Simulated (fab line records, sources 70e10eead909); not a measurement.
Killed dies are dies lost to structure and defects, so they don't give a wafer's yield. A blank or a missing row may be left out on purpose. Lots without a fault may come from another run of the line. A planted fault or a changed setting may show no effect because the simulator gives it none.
Chamber matching | flow nand_harc | NHARC_A_CHANNEL_FILL_D2_CMP_10 on cmp-02: 4 sister chambers
The step polishes, target thk 150 nm. 8 wafers are shown with their chamber, then 8 later ones without.

WAFERS WITH THEIR CHAMBER
wafer  | chamber | motor_current_A (A) | slurry_filter_dp_kPa (kPa)
L079.1 | 2       | 12.5                | 13.44
L082.1 | 0       | 11.3                | 13.49
L082.3 | 1       | 12.0                | 13.57
L082.6 | 3       | 11.6                | 13.60
L089.2 | 0       | 11.8                | 13.60
L089.4 | 2       | 13.5                | 13.53
L089.5 | 3       | 11.0                | 13.61
L092.2 | 1       | 12.6                | 13.46

WAFERS WITHOUT THEIR CHAMBER
wafer  | motor_current_A (A) | slurry_filter_dp_kPa (kPa)
L092.4 | 11.5                | 13.31
L092.6 | 12.1                | 13.43
L095.2 | 13.0                | 13.63
L095.4 | 11.0                | 13.50
L095.6 | 12.5                | 13.55
L096.1 | 12.1                | 13.44
L096.2 | 13.6                | 13.48
L096.3 | 11.4                | 13.51

WHICH CHAMBER EACH WENT THROUGH
wafer  | from the rows above               | in truth
L092.4 | can't be placed: 1 or 0 or 2 or 3 | 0
L092.6 | can't be placed: 1 or 2 or 0 or 3 | 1
L095.2 | can't be placed: 2 or 1 or 0 or 3 | 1
L095.4 | can't be placed: 0 or 3 or 1      | 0
L095.6 | can't be placed: 1 or 2 or 0 or 3 | 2
L096.1 | can't be placed: 1 or 2 or 0 or 3 | 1
L096.2 | can't be placed: 2 or 1           | 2
L096.3 | can't be placed: 0 or 3 or 1      | 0
Placed correctly: 0 of 8. Can't be placed from these rows: 8 (the true chamber is among the candidates in 8). Placed wrongly: 0.
How it was worked out, from the rows above alone: a wafer's distance from a chamber is the root of the sum, over the readings, of the square of ((its reading less the chamber's mean) divided by the reading's scatter). The wafer belongs to the nearest chamber; if the next one is less than 2 further off, it can't be placed. A chamber's mean is the mean of its shown wafers. The scatter: the root of (the sum of the squares of (reading less its chamber's mean) over the shown wafers, divided by (wafers less chambers)).
